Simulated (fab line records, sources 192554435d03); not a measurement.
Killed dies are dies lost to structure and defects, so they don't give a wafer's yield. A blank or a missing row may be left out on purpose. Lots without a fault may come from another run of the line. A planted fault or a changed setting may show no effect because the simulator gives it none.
Which tool did it? | flow n5_finfet | 6 lots, 18 wafers sampled, at 2 steps of a route of 1938

WHAT THE GAUGES READ, wafer by wafer
N5_BEOL_M14_INSPECT_30: inspects for defects (macro).
lot  | measured     | on                | raw_defect_count
L485 | day 11 15:49 | defect_inspect-02 | 3 0 4
L489 | day 12 11:45 | defect_inspect-02 | 2 1 2
L491 | day 13 16:17 | defect_inspect-01 | 1 3 2
L495 | day 14 16:23 | defect_inspect-02 | 1 0 2
L498 | day 15 11:31 | defect_inspect-01 | 4 4 1
L505 | day 16 18:07 | defect_inspect-02 | 4 2 2

WHICH TOOL RAN EACH LOT (tool, then ch and the chambers of the sampled wafers, then the start)
lot  | N5_BEOL_M14_STRIP_64
L485 | rie_diel-01 ch 2,3, day 11 15:49 or earlier
L489 | rie_diel-01 ch 1,3, day 12 11:45 or earlier
L491 | rie_diel-01 ch 1,2,3, day 13 16:17 or earlier
L495 | rie_diel-03 ch 1,2,3, day 14 16:23 or earlier
L498 | rie_diel-06 ch 1,2,3, day 15 11:31 or earlier
L505 | rie_diel-01 ch 1,2,3, day 16 18:07 or earlier
- N5_BEOL_M14_STRIP_64: strips in O2.

THE ANSWER, worked out from the rows above alone
Rule: what is usual is taken from the lots themselves. Put in order of their means at a reading, lots are off if they are a third of the lots or fewer, leave a main group of 4 or more, and stand apart from it by a gap of 3 or more times the standard deviation of the main group's means; of several such gaps the widest counts. A main group whose means are all the same, to the digits that the tables above print for the reading, isn't used. A lot without any number at a reading at which 4 lots or more have one is off too. The other lots that the step has rows for count as sound.
No lot is off at any reading shown: from this, nothing can be told.

WHAT THE SIMULATOR HAD PUT IN
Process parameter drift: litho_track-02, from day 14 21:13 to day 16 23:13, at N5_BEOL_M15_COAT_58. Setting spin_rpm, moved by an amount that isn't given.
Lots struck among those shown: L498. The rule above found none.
